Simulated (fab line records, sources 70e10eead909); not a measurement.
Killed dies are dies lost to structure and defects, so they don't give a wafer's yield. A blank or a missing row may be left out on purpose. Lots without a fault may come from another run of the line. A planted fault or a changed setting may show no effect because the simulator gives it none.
Which tool did it? | flow nand_harc | 10 lots, 30 wafers sampled, at 5 steps of a route of 1302

WHAT THE GAUGES READ, wafer by wafer
NHARC_END_SORT_01. Usual: killed_at_array 62, standard deviation 16; killed_at_other 0.8, standard deviation 1.1; killed_at_periphery 4, standard deviation 3.2; killed_dies 67, standard deviation 16; killed_open 3.5, standard deviation 1.9; killed_short 2.1, standard deviation 1.5.
lot  | measured     | on        | killed_at_array | killed_at_other | killed_at_periphery | killed_dies | killed_open | killed_short | flag
L258 | day 29 11:11 | prober-02 | 58 46           | 0 0             | 1 6                 | 59 52       | 4 2         | 1 0          |

WHICH TOOL RAN EACH LOT (tool, then ch and the chambers of the sampled wafers, then the start)
lot  | NHARC_A_STAIRCASE_TRIM_220         | NHARC_A_STAIRCASE_TRIM_222                    | NHARC_A_STAIRCASE_TRIM_229         | NHARC_A_STAIRCASE_TRIM_231
L245 | rie_diel-02 ch 1,2,3, day 15 22:29 | rie_diel-02 ch 0,1,3, day 16 00:35 or earlier | rie_diel-11 ch 0,1,3, day 16 00:35 | rie_diel-11 ch 1,2, day 16 00:49
L246 | rie_diel-04 ch 0,1,2, day 16 17:57 | rie_diel-04 ch 1,2,3, day 16 18:59 or earlier | rie_diel-04 ch 1,2,3, day 16 18:59 | rie_diel-04 ch 0,2,3, day 16 19:14
L250 | rie_diel-04 ch 0,2,3, day 17 21:37 | rie_diel-04 ch 0,1,3, day 17 22:38 or earlier | rie_diel-04 ch 1,3, day 17 22:38   | rie_diel-04 ch 0,2,3, day 17 22:56
L258 | rie_diel-11 ch 1,2, day 21 04:40   | rie_diel-11 ch 0,1, day 21 05:41 or earlier   | rie_diel-04 ch 1,2, day 21 05:41   | rie_diel-04 ch 1,3, day 21 05:59
L260 | rie_diel-04 ch 0,1,2, day 22 01:34 | rie_diel-04 ch 0,1,3, day 22 02:37 or earlier | rie_diel-04 ch 0,1,3, day 22 02:37 | rie_diel-04 ch 0,1,2, day 22 02:52
L264 | rie_diel-11 ch 0,3, day 23 21:06   | rie_diel-11 ch 0,1, day 23 22:20 or earlier   | rie_diel-11 ch 0,2,3, day 23 22:20 | rie_diel-11 ch 1,3, day 23 22:37
L266 | rie_diel-02 ch 0,1,2, day 24 07:54 | rie_diel-02 ch 0,1,3, day 24 08:56 or earlier | rie_diel-02 ch 0,1,2, day 24 08:56 | rie_diel-02 ch 0,2,3, day 24 09:13
L265 | rie_diel-04 ch 2,3, day 25 04:29   | rie_diel-04 ch 0,1,3, day 25 05:32 or earlier | rie_diel-04 ch 0,1,3, day 25 05:32 | rie_diel-04 ch 0,3, day 25 05:46
L267 | rie_diel-11 ch 0,2, day 25 18:52   | rie_diel-11 ch 2,3, day 25 20:11 or earlier   | rie_diel-04 ch 0,1,3, day 25 20:11 | rie_diel-04 ch 0,3, day 25 20:23
L268 | rie_diel-02 ch 0,2,3, day 25 22:48 | rie_diel-02 ch 0,1,3, day 25 23:49 or earlier | rie_diel-02 ch 0,1, day 25 23:49   | rie_diel-02 ch 0,2, day 26 00:06
- NHARC_A_STAIRCASE_TRIM_220: chemistry O2, time 211.2 s.
- NHARC_A_STAIRCASE_TRIM_222: chemistry O2, time 211.2 s.
- NHARC_A_STAIRCASE_TRIM_229: chemistry O2, time 211.2 s.
- NHARC_A_STAIRCASE_TRIM_231: chemistry O2, time 211.2 s.

WHAT THE TOOLS THEMSELVES READ (means of the sampled wafers that have a number; where no wafer has one, the mark that the record gives instead)
NHARC_A_STAIRCASE_TRIM_220. Usual: chamber_pressure_mTorr 60.00 mTorr, standard deviation 0.053; drypump_motor_current_A 5.6 A, standard deviation 0.32; o2_flow_sccm 499.7 sccm, standard deviation 1.4; oes_product_au 1.002 a.u., standard deviation 0.0079; rf_vpp_V 57.8 V, standard deviation 0.92; run_length_s 232.7 s, standard deviation 0.48; showerhead_plenum_p_Torr 3.53 Torr, standard deviation 0.15; throttle_valve_pct 17.037 %, standard deviation 0.01.
lot  | tool        | chamber_pressure_mTorr (mTorr) | drypump_motor_current_A (A) | o2_flow_sccm (sccm) | oes_product_au (a.u.) | rf_vpp_V (V) | run_length_s (s) | showerhead_plenum_p_Torr (Torr) | throttle_valve_pct (%) | flag
L245 | rie_diel-02 | 60.04                          | 5.7                         | 499.6               | 1.007                 | 58.1         | 232.7            | 3.60                            | 17.033                 |
L246 | rie_diel-04 | 60.00                          | 5.8                         | 500.0               | 0.993                 | 58.8         | 232.4            | 3.63                            | 17.034                 |
L250 | rie_diel-04 | 60.01                          | 5.5                         | 499.2               | 1.001                 | 57.6         | 232.8            | 3.57                            | 17.038                 |
L258 | rie_diel-11 | 59.98                          | 5.8                         | 500.0               | 1.004                 | 57.4         | 233.0            | 3.67                            | 17.020                 |
L260 | rie_diel-04 | 59.98                          | 5.8                         | 499.6               | 0.998                 | 58.6         | 232.3            | 3.61                            | 17.041                 |
L264 | rie_diel-11 | 60.01                          | 5.6                         | 500.8               | 1.012                 | 57.2         | 233.0            | 3.52                            | 17.035                 |
L266 | rie_diel-02 | 60.01                          | 5.8                         | 499.8               | 0.992                 | 57.1         | 232.7            | 3.47                            | 17.044                 |
L265 | rie_diel-04 | 59.94                          | 5.3                         | 499.1               | 1.002                 | 57.8         | 232.9            | 3.48                            | 17.030                 |
L267 | rie_diel-11 | 60.02                          | 5.5                         | 499.8               | 1.004                 | 56.5         | 232.8            | 3.45                            | 17.045                 |
L268 | rie_diel-02 | 60.00                          | 5.6                         | 500.6               | 1.000                 | 57.2         | 232.7            | 3.41                            | 17.036                 |

NHARC_A_STAIRCASE_TRIM_222. Usual: chamber_pressure_mTorr 60.00 mTorr, standard deviation 0.051; drypump_motor_current_A 5.6 A, standard deviation 0.3; o2_flow_sccm 500.2 sccm, standard deviation 1.6; oes_product_au 1.001 a.u., standard deviation 0.0067; rf_vpp_V 57.7 V, standard deviation 0.82; run_length_s 232.7 s, standard deviation 0.46; showerhead_plenum_p_Torr 3.52 Torr, standard deviation 0.16; throttle_valve_pct 17.037 %, standard deviation 0.0092.
lot  | tool        | chamber_pressure_mTorr (mTorr) | drypump_motor_current_A (A) | o2_flow_sccm (sccm) | oes_product_au (a.u.) | rf_vpp_V (V) | run_length_s (s) | showerhead_plenum_p_Torr (Torr) | throttle_valve_pct (%) | flag
L245 | rie_diel-02 | 60.00                          | 5.6                         | 502.7               | 1.001                 | 57.2         | 232.5            | 3.56                            | 17.046                 |
L246 | rie_diel-04 | 60.02                          | 5.6                         | 499.8               | 1.004                 | 57.9         | 232.5            | 3.57                            | 17.031                 |
L250 | rie_diel-04 | 59.96                          | 5.4                         | 500.1               | 1.005                 | 57.4         | 232.4            | 3.58                            | 17.036                 |
L258 | rie_diel-11 | 60.03                          | 5.5                         | 499.3               | 0.998                 | 58.0         | 232.8            | 3.33                            | 17.036                 |
L260 | rie_diel-04 | 59.97                          | 5.4                         | 501.4               | 0.996                 | 57.7         | 232.7            | 3.56                            | 17.033                 |
L264 | rie_diel-11 | 59.98                          | 5.4                         | 501.3               | 1.005                 | 57.0         | 232.7            | 3.32                            | 17.041                 |
L266 | rie_diel-02 | 59.99                          | 5.6                         | 500.1               | 0.991                 | 57.1         | 232.2            | 3.53                            | 17.039                 |
L265 | rie_diel-04 | 59.94                          | 5.4                         | 500.5               | 1.006                 | 57.6         | 232.7            | 3.55                            | 17.039                 |
L267 | rie_diel-11 | 60.00                          | 5.7                         | 500.3               | 1.004                 | 58.9         | 233.3            | 3.67                            | 17.043                 |
L268 | rie_diel-02 | 59.99                          | 5.5                         | 500.9               | 1.000                 | 56.9         | 232.3            | 3.52                            | 17.043                 |

NHARC_A_STAIRCASE_TRIM_229. Usual: chamber_pressure_mTorr 60.00 mTorr, standard deviation 0.06; drypump_motor_current_A 5.6 A, standard deviation 0.32; o2_flow_sccm 500.1 sccm, standard deviation 1.5; oes_product_au 1.002 a.u., standard deviation 0.0079; rf_vpp_V 57.8 V, standard deviation 0.88; run_length_s 232.7 s, standard deviation 0.48; showerhead_plenum_p_Torr 3.53 Torr, standard deviation 0.14; throttle_valve_pct 17.037 %, standard deviation 0.01.
lot  | tool        | chamber_pressure_mTorr (mTorr) | drypump_motor_current_A (A) | o2_flow_sccm (sccm) | oes_product_au (a.u.) | rf_vpp_V (V) | run_length_s (s) | showerhead_plenum_p_Torr (Torr) | throttle_valve_pct (%) | flag
L245 | rie_diel-11 | 60.00                          | 5.6                         | 498.6               | 1.002                 | 57.7         | 232.7            | 3.47                            | 17.032                 |
L246 | rie_diel-04 | 60.04                          | 5.6                         | 500.5               | 0.999                 | 58.1         | 232.8            | 3.57                            | 17.028                 |
L250 | rie_diel-04 | 59.96                          | 5.2                         | 499.9               | 1.011                 | 59.1         | 232.8            | 3.52                            | 17.045                 |
L258 | rie_diel-04 | 60.01                          | 5.9                         | 499.4               | 0.993                 | 57.9         | 232.4            | 3.59                            | 17.038                 |
L260 | rie_diel-04 | 60.01                          | 5.4                         | 499.0               | 1.003                 | 57.5         | 232.6            | 3.56                            | 17.034                 |
L264 | rie_diel-11 | 59.97                          | 5.6                         | 500.3               | 1.001                 | 57.3         | 233.1            | 3.57                            | 17.050                 |
L266 | rie_diel-02 | 60.02                          | 5.8                         | 499.8               | 0.999                 | 57.8         | 232.6            | 3.47                            | 17.029                 |
L265 | rie_diel-04 | 60.01                          | 5.4                         | 499.8               | 1.002                 | 57.8         | 232.8            | 3.55                            | 17.036                 |
L267 | rie_diel-04 | 60.00                          | 5.4                         | 500.8               | 1.008                 | 58.0         | 232.7            | 3.54                            | 17.035                 |
L268 | rie_diel-02 | 59.98                          | 5.7                         | 498.1               | 1.005                 | 58.1         | 232.3            | 3.57                            | 17.041                 |

NHARC_A_STAIRCASE_TRIM_231. Usual: chamber_pressure_mTorr 59.99 mTorr, standard deviation 0.058; drypump_motor_current_A 5.6 A, standard deviation 0.32; o2_flow_sccm 500.0 sccm, standard deviation 1.6; oes_product_au 1.002 a.u., standard deviation 0.0081; rf_vpp_V 57.8 V, standard deviation 0.93; run_length_s 232.7 s, standard deviation 0.45; showerhead_plenum_p_Torr 3.53 Torr, standard deviation 0.14; throttle_valve_pct 17.037 %, standard deviation 0.0085.
lot  | tool        | chamber_pressure_mTorr (mTorr) | drypump_motor_current_A (A) | o2_flow_sccm (sccm) | oes_product_au (a.u.) | rf_vpp_V (V) | run_length_s (s) | showerhead_plenum_p_Torr (Torr) | throttle_valve_pct (%) | flag
L245 | rie_diel-11 | 59.99                          | 5.8                         | 498.1               | 1.016                 | 56.9         | 232.9            | 3.33                            | 17.041                 |
L246 | rie_diel-04 | 59.98                          | 5.5                         | 499.9               | 1.002                 | 59.0         | 232.7            | 3.58                            | 17.043                 |
L250 | rie_diel-04 | 59.98                          | 5.5                         | 500.3               | 1.003                 | 58.4         | 232.7            | 3.57                            | 17.047                 |
L258 | rie_diel-04 | 59.98                          | 5.5                         | 501.2               | 0.995                 | 58.5         | 245.6            | 3.56                            | 17.036                 | OFF
L260 | rie_diel-04 | 60.00                          | 5.8                         | 499.7               | 1.000                 | 58.3         | 245.6            | 3.61                            | 17.041                 | OFF
L264 | rie_diel-11 | 60.03                          | 5.7                         | 498.3               | 1.016                 | 58.2         | 233.1            | 3.55                            | 17.046                 |
L266 | rie_diel-02 | 59.99                          | 5.6                         | 500.5               | 0.999                 | 58.2         | 232.7            | 3.42                            | 17.037                 |
L265 | rie_diel-04 | 59.98                          | 5.5                         | 499.8               | 1.005                 | 57.6         | 232.5            | 3.56                            | 17.031                 |
L267 | rie_diel-04 | 59.97                          | 5.2                         | 499.4               | 1.009                 | 56.7         | 232.8            | 3.49                            | 17.036                 |
L268 | rie_diel-02 | 60.00                          | 5.9                         | 501.0               | 0.998                 | 57.6         | 233.0            | 3.35                            | 17.043                 |

THE ANSWER, worked out from the rows above alone
Rule: a lot is off if the mean of its wafers that have a number lies more than 3 standard deviations from the usual mean. A lot without any number at a reading at which 4 lots or more have one is off too. The other lots that the step has rows for count as sound. The gauges are gone through in route order, then the tools' own readings, and for those a lot's mean is taken as printed above. The first step at which some lot is off is used, and at that step the reading that is off furthest; a lot without a number counts as furthest.
Off: L258, L260, at NHARC_A_STAIRCASE_TRIM_231 (run_length_s).
A tool fits if, at that step or a process step before it, it ran every lot that is off, and no sound lot after the first of them. NHARC_A_STAIRCASE_TRIM_222 gives no start for some lots, so the hours and the order of its lots are those of NHARC_A_STAIRCASE_TRIM_229. None of those tried fits.

WHAT THE SIMULATOR HAD PUT IN
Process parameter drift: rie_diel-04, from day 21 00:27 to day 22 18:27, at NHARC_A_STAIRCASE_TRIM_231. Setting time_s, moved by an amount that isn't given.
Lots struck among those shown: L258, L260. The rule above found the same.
